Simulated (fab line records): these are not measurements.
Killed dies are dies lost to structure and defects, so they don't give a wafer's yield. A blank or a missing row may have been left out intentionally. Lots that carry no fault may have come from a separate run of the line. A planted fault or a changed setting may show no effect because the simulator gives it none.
fab line records	flow nand-harc
[record] lots = 7	wafers = 15	last-day = 31
route steps=1302 shown A_CONTACT@1073 END@1302
lots that met no fault: from a run of the same line without faults
start-h: hours from the record's opening day to when the first of the lot's shown wafers began	wait-h: time in hours since the lot's previous step	" repeats the value in the row above	L1.1+2: one row covering several wafers at once	- either no value or no given start	* or withheld: withheld	< > ~ a bound
route shown NAME@n: NAME is a module with steps in the file, n the number in the route of the first one	usual: the fault-free wafers' mean and standard deviation	same: alike in all rows	chamber/n: place in a boat	sites: readings site by site	_std_site: their standard deviation	_edge_site: outer sites' mean less inner sites'	radius-mm: how far each site lies from the wafer's centre	mask NAME#n: copy n	behind: the last tool/chamber to shape the wafer	hold: the reason the lot was held/the length of the hold in hours/how it ended	device: names the non-switching transistor (n, p or np)	end of line: the tests these same wafers got at the end of their route	a step without rows: its recipe alone	killed: at the first sort, the dies lost to defects and structure; wafer yield is something else	map: the dies of a wafer, with x for killed, . for not killed, _ for no die there
set.NAME: the setting the step ran with; set.NAME@STEP: the setting that earlier step ran with	model.NAME: the simulator's own value behind a step, which no gauge read
certain route steps with their lots: each step a table, each wafer a row
services: when a tool's chamber went out of use (start-h, in hours from the record's first day, below 0 if earlier), for how many hours, and the reason
[[steps]]
[step NHARC_A_CONTACT_SOFTBAKE_03]
[recipe] temp-c = 105	time-s = 55
[step NHARC_A_CONTACT_EBR_04]
[step NHARC_A_CONTACT_EXPOSE_05]
[recipe] na = 1.35	sigma-outer = 0.8	dose-mj = 84.24	mask-id = A_CC
[step NHARC_A_CONTACT_PEB_06]
[recipe] peb-temp-c = 100	peb-time-s = 65
[step NHARC_A_CONTACT_DEVELOP_07]
[recipe] develop-time-s = 35	dev-temp-c = 23
[step NHARC_A_CONTACT_CD_MEAS_08]
[recipe] target-cd-nm = 200	landing-energy-ev = 500
[usual] cd-nm = 200.0/0.58
lot.wafer	tool	chamber	start-h	wait-h	cd-nm
L805.2	cd-sem-01	0	533.49	-	199.6
L805.3	"	0	"	"	199.8
L805.4	"	0	"	"	201.1
L811.1	cd-sem-01	0	605.41	-	199.9
L811.3	"	0	"	"	200.1
L811.4	"	0	"	"	199.6
L812.3	cd-sem-03	0	630.05	-	199.8
L813.2	cd-sem-02	0	631.82	-	199.6
L815.1	cd-sem-01	0	650.25	-	199.6
L815.3	"	0	"	"	200.1
L815.4	"	0	"	"	200.1
L816.6	cd-sem-03	0	675.68	-	200.3
L822.1	cd-sem-01	0	698.27	-	200.4
L822.2	"	0	"	"	200.3
L822.5	"	0	"	"	200.4
[step NHARC_A_CONTACT_OVL_MEAS_09]
[usual] overlay-x-nm = 0.0/0.69	overlay-y-nm = -0.1/0.88
lot.wafer	tool	chamber	start-h	wait-h	overlay-x-nm	overlay-y-nm
L805.2	overlay-02	-	533.58	-	-0.3	-0.2
L805.3	"	-	"	"	-0.6	-0.4
L805.4	"	-	"	"	-0.5	-0.2
L811.1	overlay-01	-	605.49	-	1.0	1.2
L811.3	"	-	"	"	0.8	1.5
L811.4	"	-	"	"	0.8	0.5
L812.3	overlay-01	-	630.13	-	-0.4	-1.0
L813.2	overlay-02	-	631.90	-	-0.9	-0.4
L815.1	overlay-01	-	650.33	-	-0.4	0.4
L815.3	"	-	"	"	-0.4	0.6
L815.4	"	-	"	"	-1.0	0.3
L816.6	overlay-01	-	675.76	-	0.7	-0.3
L822.1	overlay-01	-	698.36	-	-1.1	0.8
L822.2	"	-	"	"	-1.4	0.9
L822.5	"	-	"	"	-0.5	0.6
[step NHARC_A_CONTACT_DESCUM_13]
[recipe] time-s = 3	o2-flow-sccm = 200	ar-flow-sccm = 0	bias-power-w = 0	chemistry = O2
[usual] drypump-motor-current-A = 5.9/0.44	mfc-ar-sccm = 0.009/0.011	oes-product-au = 0.999/0.011	rf-vpp-V = 57.8/0.95	showerhead-plenum-p-Torr = 1.91/0.092	throttle-valve-pct = 11.311/0.0095
lot.wafer	tool	chamber	start-h	wait-h	drypump-motor-current-A	mfc-ar-sccm	oes-product-au	rf-hours-counter-h	rf-vpp-V	showerhead-plenum-p-Torr	throttle-valve-pct
L805.4	rie-diel-11	0	533.68	0.1	5.2	0.025	0.994	11	58.0	1.95	11.316
L805.3	"	2	"	"	5.9	0.022	1.014	10	58.9	1.80	11.292
L805.2	"	3	"	"	6.6	0	1.008	10	56.9	2.02	11.306
L811.4	rie-diel-06	1	605.59	0.1	6.0	0.012	1.014	37	58.7	1.96	11.304
L811.3	"	2	"	"	6.2	0	1.014	36	56.8	1.82	11.306
L811.1	"	0	"	"	5.2	0.016	0.993	27	58.2	1.90	11.318
L812.3	rie-diel-11	2	630.25	0.1	5.9	0.022	1.004	25	56.2	1.80	11.309
L813.2	rie-diel-11	0	632.00	0.1	5.2	0.025	0.994	29	57.7	1.94	11.318
L815.1	rie-diel-06	2	650.43	0.1	6.2	0	0.986	49	57.4	1.82	11.315
L815.4	"	3	"	"	5.8	0.010	1.014	44	59.1	2.04	11.310
L815.3	"	1	"	"	6.0	0.012	1.019	45	57.4	1.95	11.321
L816.6	rie-diel-11	2	675.89	0.1	5.9	0.022	1.013	-	56.6	1.80	11.320
L822.1	rie-diel-06	2	698.47	0.1	6.2	0	0.982	10	56.8	1.82	11.303
L822.2	"	0	"	"	5.2	0.016	0.995	8	58.8	1.89	11.312
L822.5	"	1	"	"	6.0	0.012	1.022	-	57.6	1.95	11.296
[step NHARC_A_CONTACT_ETCH_88]
[recipe] target-depth-a = 390	over-etch-frac = 0.3	time-s = 65	ion-energy-ev = 80	cf4-flow-sccm = 150	ar-flow-sccm = 0	rf-w = 300	bias-w = 100	chemistry = CF4
[usual] cf4-flow-sccm = 150.0/0.42	drypump-motor-current-A = 5.9/0.47	mfc-ar-sccm = 0.010/0.011	oes-product-au = 0.998/0.01	rf-vpp-V = 151.4/1.3	showerhead-plenum-p-Torr = 1.78/0.076	throttle-valve-pct = 13.284/0.0087
lot.wafer	tool	chamber	start-h	wait-h	cf4-flow-sccm	drypump-motor-current-A	mfc-ar-sccm	oes-product-au	rf-hours-counter-h	rf-vpp-V	showerhead-plenum-p-Torr	throttle-valve-pct
L805.4	rie-diel-11	0	533.76	0.1	150.9	5.2	0.025	0.996	11	151.0	1.80	13.268
L805.2	"	1	"	"	150.0	6.1	0	0.983	8	152.9	1.79	13.280
L805.3	"	3	"	"	150.8	6.6	0	1.007	10	150.9	1.86	13.278
L811.1	rie-diel-06	2	605.68	0.1	150.2	6.2	0	0.991	36	150.9	1.69	13.289
L811.4	"	0	"	"	150.6	5.2	0.016	0.981	27	151.1	1.76	13.291
L811.3	"	1	"	"	149.7	6.0	0.012	1.003	37	151.6	1.81	13.280
L812.3	rie-diel-11	1	630.32	0.1	150.3	6.1	0	0.991	25	150.2	1.79	13.288
L813.2	rie-diel-11	1	632.09	0.1	150.0	6.1	0	0.985	26	151.6	1.79	13.271
L815.1	rie-diel-06	0	650.52	0.1	149.9	5.2	0.016	0.991	39	153.2	1.75	13.274
L815.4	"	2	"	"	150.1	6.2	0	0.986	49	151.2	1.69	13.289
L815.3	"	3	"	"	150.1	5.8	0.010	1.008	44	151.4	1.88	13.288
L816.6	rie-diel-11	1	675.97	0.1	149.7	6.1	0	0.969	-	152.0	1.79	13.272
L822.2	rie-diel-06	1	698.56	0.1	149.6	6.0	0.012	1.025	8	152.6	1.80	13.278
L822.1	"	2	"	"	149.7	6.2	0	0.981	10	150.2	1.68	13.279
L822.5	"	3	"	"	150.4	5.8	0.010	0.999	-	150.8	1.88	13.286
[step NHARC_A_CONTACT_ETCH_89]
[recipe] target-depth-a = 2600	over-etch-frac = 0.3	time-s = 475.3	ion-energy-ev = 200	n2-flow-sccm = 150	h2-flow-sccm = 150	ar-flow-sccm = 0	rf-w = 400	bias-w = 150	chemistry = N2/H2
[usual] drypump-motor-current-A = 5.9/0.46	mfc-ar-sccm = 0.010/0.011	oes-product-au = 0.998/0.01	rf-vpp-V = 430.8/2.8	showerhead-plenum-p-Torr = 2.05/0.098	throttle-valve-pct = 14.171/0.0093
lot.wafer	tool	chamber	start-h	wait-h	drypump-motor-current-A	mfc-ar-sccm	oes-product-au	rf-hours-counter-h	rf-vpp-V	showerhead-plenum-p-Torr	throttle-valve-pct
L805.2	rie-diel-11	2	-	-	5.9	0.022	1.015	10	426.5	1.92	14.185
L805.3	"	0	"	"	5.2	0.025	0.999	11	431.8	2.07	14.173
L805.4	"	1	"	"	6.1	0	0.984	9	430.3	2.07	14.156
L811.1	rie-diel-06	0	-	-	5.2	0.016	0.983	28	430.9	2.02	14.177
L811.3	"	2	"	"	6.2	0	0.997	36	426.6	1.94	14.167
L811.4	"	3	"	"	5.8	0.010	0.997	32	434.1	2.19	14.171
L812.3	rie-diel-11	0	-	-	5.2	0.025	0.984	28	431.1	2.07	14.171
L813.2	rie-diel-11	2	-	-	5.9	0.022	0.998	26	427.2	1.91	14.160
L815.3	rie-diel-06	3	-	-	5.8	0.010	1.015	44	433.8	2.18	14.173
L815.1	"	1	"	"	6.0	0.012	1.014	45	433.3	2.08	14.183
L815.4	"	2	"	"	6.2	0	0.999	49	427.1	1.94	14.155
L816.6	rie-diel-11	2	-	-	5.9	0.022	1.010	-	427.5	1.91	14.155
L822.2	rie-diel-06	1	-	-	6.0	0.012	1.012	8	431.8	2.08	14.165
L822.1	"	3	"	"	5.8	0.010	0.994	10	435.3	2.18	14.167
L822.5	"	1	"	"	6.0	0.012	1.024	-	431.4	2.08	14.165
[step NHARC_A_CONTACT_ETCH_30]
[recipe] target-depth-a = 726	time-s = 36.3	cf4-flow-sccm = 100	chf3-flow-sccm = 30	ar-flow-sccm = 0	rf-w = 500	bias-w = 200	chemistry = CF4/CHF3
[usual] cf4-flow-sccm = 100.0/0.33	drypump-motor-current-A = 5.9/0.43	mfc-ar-sccm = 0.010/0.01	oes-product-au = 0.925/0.013	rf-vpp-V = 370.5/2.5	showerhead-plenum-p-Torr = 1.57/0.071	throttle-valve-pct = 16.801/0.0094
lot.wafer	tool	chamber	start-h	wait-h	cf4-flow-sccm	drypump-motor-current-A	mfc-ar-sccm	oes-product-au	rf-hours-counter-h	rf-vpp-V	showerhead-plenum-p-Torr	throttle-valve-pct
L805.4	rie-diel-11	3	-	-	99.6	6.6	0	0.923	11	373.3	1.66	16.826
L805.2	"	0	"	"	99.6	5.2	0.025	0.907	11	371.1	1.60	16.805
L805.3	"	1	"	"	99.9	6.1	0	0.936	9	370.4	1.60	16.790
L811.1	rie-diel-06	1	-	-	100.4	6.0	0.012	0.933	37	371.3	1.61	16.803
L811.3	"	2	"	"	99.9	6.2	0	0.922	36	368.9	1.50	16.791
L811.4	"	3	"	"	99.8	5.8	0.010	0.922	32	375.1	1.68	16.807
L812.3	rie-diel-11	1	-	-	99.7	6.1	0	0.923	26	371.7	1.59	16.797
L813.2	rie-diel-11	1	-	-	100.0	6.1	0	0.945	26	369.6	1.59	16.803
L815.3	rie-diel-06	3	-	-	99.8	5.8	0.010	0.932	45	373.5	1.67	16.810
L815.1	"	0	"	"	100.4	5.1	0.016	0.919	40	369.7	1.56	16.796
L815.4	"	1	"	"	99.9	6.0	0.012	0.934	45	370.4	1.61	16.780
L816.6	rie-diel-11	2	-	-	100.0	5.9	0.022	0.928	-	368.1	1.48	16.809
L822.1	rie-diel-06	0	-	-	99.9	5.1	0.016	0.925	8	369.9	1.56	16.797
L822.2	"	1	"	"	100.4	6.0	0.012	0.934	8	371.7	1.60	16.805
L822.5	"	1	"	"	100.1	6.0	0.012	0.932	-	371.9	1.60	16.811
[step NHARC_A_CONTACT_ETCH_31]
[recipe] target-depth-a = 28000	over-etch-frac = 0.3	time-s = 728	ion-energy-ev = 150	o2-flow-sccm = 400	cos-flow-sccm = 20	ar-flow-sccm = 0	rf-w = 500	bias-w = 300	chemistry = O2/COS
[usual] drypump-motor-current-A = 5.9/0.45	mfc-ar-sccm = 0.009/0.01	oes-product-au = 0.998/0.011	rf-vpp-V = 314.2/2.1	showerhead-plenum-p-Torr = 3.13/0.14	throttle-valve-pct = 28.331/0.009
lot.wafer	tool	chamber	start-h	wait-h	drypump-motor-current-A	mfc-ar-sccm	oes-product-au	rf-hours-counter-h	rf-vpp-V	showerhead-plenum-p-Torr	throttle-valve-pct
L805.4	rie-diel-11	3	534.70	-	6.6	0	1.006	11	316.1	3.29	28.335
L805.2	"	0	"	"	5.2	0.025	1.006	11	313.5	3.17	28.342
L805.3	"	1	"	"	6.1	0	0.979	9	313.3	3.16	28.344
L811.4	rie-diel-06	1	606.19	-	6.0	0.012	1.007	37	314.1	3.19	28.322
L811.3	"	3	"	"	5.8	0.010	1.005	32	317.0	3.33	28.325
L811.1	"	0	"	"	5.2	0.016	0.990	28	313.9	3.10	28.336
L812.3	rie-diel-11	0	630.98	-	5.2	0.025	0.772	29	314.9	3.16	28.339
L813.2	rie-diel-11	0	632.70	-	5.2	0.025	0.779	29	313.2	3.16	28.317
L815.4	rie-diel-06	2	651.03	-	6.2	0	0.978	49	312.7	2.98	28.331
L815.3	"	3	"	"	5.8	0.010	0.998	45	316.4	3.32	28.321
L815.1	"	0	"	"	5.2	0.016	0.989	40	314.7	3.09	28.334
L816.6	rie-diel-11	0	676.66	-	5.2	0.025	0.782	-	314.9	3.16	28.330
L822.2	rie-diel-06	1	699.05	-	6.0	0.012	1.011	9	312.3	3.18	28.325
L822.1	"	3	"	"	5.8	0.010	1.002	10	316.7	3.32	28.334
L822.5	"	2	"	"	6.2	0	0.988	-	311.9	2.97	28.332
[step NHARC_A_CONTACT_ETCH_134]
[recipe] source-w = withheld	pressure-mtorr = 20	bias-v = withheld	time-s = 140	target-depth-a = 7000	ar-flow-sccm = withheld	c4f8-flow-sccm = withheld	o2-flow-sccm = withheld	chemistry = C4F8/O2/Ar
lot.wafer	tool	chamber	start-h	wait-h	rf-hours-counter-h
L805.2	har-cap-etch-03	0	535.17	-	50
L805.4	"	0	"	"	-
L805.3	"	1	"	"	-
L811.1	har-cap-etch-02	1	606.71	-	101
L811.4	"	1	"	"	-
L811.3	"	0	"	"	-
L812.3	har-cap-etch-03	1	631.46	-	-
L813.2	har-cap-etch-02	1	633.21	-	104
L815.1	har-cap-etch-01	1	651.59	-	24
L815.4	"	0	"	"	-
L815.3	"	1	"	"	-
L816.6	har-cap-etch-01	0	677.16	-	-
L822.1	har-cap-etch-02	0	699.59	-	117
L822.2	"	1	"	"	117
L822.5	"	0	"	"	-
[step NHARC_END_SORT_01]
[recipe] temp-c = 25
[usual] defect-limited-yield = 90.6/2.8	killed-at-array = 58/20	killed-at-other = 0.8/1	killed-at-periphery = 4.6/2.8	killed-dies = 63/19	killed-open = 3.4/2	killed-short = 2.4/1.8
[same] gross-dies = 677
lot.wafer	tool	chamber	start-h	wait-h	defect-limited-yield[%]	killed-at-array	killed-at-other	killed-at-periphery	killed-dies	killed-open	killed-short
L805.2	prober-01	0	588.83	2.8	90.3	61	1	4	66	3	1
L805.3	prober-01	0	589.62	3.1	93.1	46	0	1	47	3	3
L805.4	prober-01	0	590.41	3.4	89.8	67	0	2	69	3	2
L811.1	prober-02	0	655.63	2.5	90.4	62	2	1	65	2	11
L811.3	prober-02	0	657.23	3.1	90.4	57	2	6	65	3	3
L811.4	prober-02	0	658.03	3.4	92.0	47	0	7	54	4	6
L815.1	prober-02	0	701.29	2.4	92.6	46	0	4	50	6	3
L815.3	prober-02	0	702.91	3.1	94.2	37	0	2	39	4	1
L815.4	prober-02	0	703.72	3.4	86.6	89	0	2	91	2	1
L822.1	prober-01	0	749.59	2.5	91.1	53	1	6	60	5	3
L822.2	prober-01	0	750.39	2.8	92.2	47	1	5	53	3	3
L822.5	prober-01	0	752.79	3.7	91.0	56	0	5	61	8	3
// killed by level:class
L805.2 A_SLIT:chamber-film-flake=26 A_CHANNEL_HOLE_D2:chamber-film-flake=21 A_CHANNEL_HOLE_D1:chamber-film-flake=3 A_CONTACT:chamber-film-flake=3 A_BONDPAD:chamber-film-flake=3 P_CONTACT:geometric-particle:open=2 P_GATE:chamber-film-flake=2 A_CHANNEL_FILL_D1:chamber-film-flake=2
L805.3 A_CHANNEL_HOLE_D2:chamber-film-flake=22 A_SLIT:chamber-film-flake=11 A_DECK1_JOINT:chamber-film-flake=3 A_BONDPAD:chamber-film-flake=3 A_ONON_D2:geometric-particle:short=2 P_CONTACT:geometric-particle:open=1 A_DECK1_JOINT:geometric-particle:short=1 A_ONON_D2:geometric-particle:open=1
L805.4 A_CHANNEL_HOLE_D2:chamber-film-flake=31 A_SLIT:chamber-film-flake=22 A_BONDPAD:chamber-film-flake=6 A_CHANNEL_FILL_D1:chamber-film-flake=2 P_CONTACT:geometric-particle:open=1 A_SOURCE_PLATE:geometric-particle:short=1 A_ONON_D2:geometric-particle:short=1 A_ONON_D2:geometric-particle:open=1
L811.1 A_SLIT:chamber-film-flake=34 A_CHANNEL_HOLE_D2:chamber-film-flake=12 A_DECK1_JOINT:geometric-particle:short=3 A_ONON_D1:geometric-particle:short=2 A_M0:geometric-particle:short=2 A_CHANNEL_FILL_D1:chamber-film-flake=2 P_M0:geometric-particle:short=1 A_ONON_D1:geometric-particle:open=1
L811.3 A_SLIT:chamber-film-flake=32 A_CHANNEL_HOLE_D2:chamber-film-flake=10 A_CHANNEL_HOLE_D1:chamber-film-flake=4 A_CONTACT:chamber-film-flake=4 P_CONTACT:chamber-film-flake=3 THIN_TSV:chamber-film-flake=2 P_M2:geometric-particle:short=1 A_CHANNEL_FILL_D1:geometric-particle:short=1
L811.4 A_SLIT:chamber-film-flake=20 A_CHANNEL_HOLE_D2:chamber-film-flake=12 A_CHANNEL_HOLE_D1:chamber-film-flake=3 A_M0:geometric-particle:open=2 P_CONTACT:chamber-film-flake=2 A_DECK1_JOINT:chamber-film-flake=2 A_CONTACT:chamber-film-flake=2 P_GATE:geometric-particle:short=1
L815.1 A_CHANNEL_HOLE_D1:chamber-film-flake=16 A_SLIT:chamber-film-flake=11 A_CHANNEL_HOLE_D2:chamber-film-flake=8 P_CONTACT:geometric-particle:open=2 A_CHANNEL_FILL_D2:geometric-particle:open=2 A_STAIRCASE:chamber-film-flake=2 A_CONTACT:chamber-film-flake=2 P_M0:geometric-particle:open=1
L815.3 A_CHANNEL_HOLE_D1:chamber-film-flake=15 A_SLIT:chamber-film-flake=11 A_CHANNEL_HOLE_D2:chamber-film-flake=7 P_CONTACT:geometric-particle:open=1 P_M0:geometric-particle:open=1 A_DECK1_JOINT:geometric-particle:short=1 A_CONTACT:geometric-particle:open=1 A_M1:geometric-particle:open=1
L815.4 A_CHANNEL_HOLE_D1:chamber-film-flake=39 A_SLIT:chamber-film-flake=25 A_CHANNEL_HOLE_D2:chamber-film-flake=20 P_CONTACT:geometric-particle:open=2 A_CONTACT:chamber-film-flake=2 A_M1:geometric-particle:short=1 A_STAIRCASE:chamber-film-flake=1 A_WL_FILL:chamber-film-flake=1
L822.1 A_SLIT:chamber-film-flake=22 A_CHANNEL_HOLE_D1:chamber-film-flake=14 A_CONTACT:chamber-film-flake=5 P_GATE:chamber-film-flake=3 A_M1:chamber-film-flake=3 A_CHANNEL_FILL_D2:chamber-film-flake=2 P_GATE:geometric-particle:open=1 P_M0:geometric-particle:short=1
L822.2 A_SLIT:chamber-film-flake=30 A_CHANNEL_HOLE_D1:chamber-film-flake=6 P_GATE:chamber-film-flake=3 A_CONTACT:chamber-film-flake=3 A_CHANNEL_HOLE_D2:chamber-film-flake=2 P_M0:geometric-particle:open=1 A_ONON_D1:geometric-particle:open=1 A_CHANNEL_FILL_D1:geometric-particle:short=1
L822.5 A_SLIT:chamber-film-flake=26 A_CHANNEL_HOLE_D1:chamber-film-flake=12 A_CONTACT:chamber-film-flake=4 A_WL_FILL:geometric-particle:open=2 P_M0:chamber-film-flake=2 A_CHANNEL_FILL_D2:chamber-film-flake=2 P_CONTACT:geometric-particle:open=1 A_ONON_D1:geometric-particle:short=1
[[services]]
tool	chamber	start-h	hours	kind
rie-diel-06	0	518.84	-	clean
rie-diel-06	1	518.84	-	clean
rie-diel-06	2	518.84	-	clean
rie-diel-06	3	518.84	-	clean
rie-diel-11	1	522.40	4.4	repair
rie-diel-06	0	524.67	9.9	repair
rie-diel-06	0	543.76	-	clean
rie-diel-06	1	543.76	-	clean
rie-diel-06	2	543.76	-	clean
rie-diel-06	3	543.76	-	clean
rie-diel-06	1	551.05	2.3	repair
rie-diel-11	1	553.53	7.1	repair
rie-diel-06	0	565.19	10.4	repair
rie-diel-06	1	568.34	-	clean
rie-diel-06	2	568.34	-	clean
rie-diel-06	3	568.34	-	clean
rie-diel-06	2	589.06	6.9	repair
rie-diel-06	0	593.24	-	clean
rie-diel-06	1	593.24	-	clean
rie-diel-06	1	611.16	8.6	repair
har-cap-etch-01	-	613.18	0.6	repair
har-cap-etch-02	-	614.61	1.6	repair
rie-diel-11	-	646.03	9.0	pm
rie-diel-06	-	662.38	9.0	pm
[[key]]
[first-sign] step = NHARC_A_CONTACT_ETCH_31	reading = oes-product-au	direction = down	sigmas = 21	usual = 0.998	struck = 0.778
effect none on later readings
met-at NHARC_A_CONTACT_ETCH_31
struck-wafers L812.3,L813.2,L816.6
rows-end L813.2
later-rows-left-out L812.3,L816.6
sort-left-out L812.3,L816.6
tester-left-out L812,L816
onset-between 534.70 630.98
[earlier-fault] kind = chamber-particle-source	tool = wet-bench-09	chamber = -	onset-h = 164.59	steps = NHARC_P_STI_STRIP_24	rate-per-visit-cm2 = 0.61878
[fault] kind = process-parameter-drift	tool = rie-diel-11	chamber = 0	onset-h = 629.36	steps = NHARC_A_CONTACT_ETCH_31	channel = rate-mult	offset = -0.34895	shape = step
// tester-left-out: of these lots the tester's yield and bins aren't shown, on N5 and GAA mostly nor the transistor test; their killed dies are dies lost to structure and defects alone, not to doping, threshold or leakage, so they don't give the yield
// sort-left-out: the simulated sort isn't trusted on such a fault, so these wafers' sort isn't shown, and their yield isn't known
// later-rows-left-out: the simulator's readings of these wafers behind a module that went badly wrong aren't trusted and aren't shown, but for the sort
// rows-end: these wafers met a further fault down the route, and their rows from its step on are left out
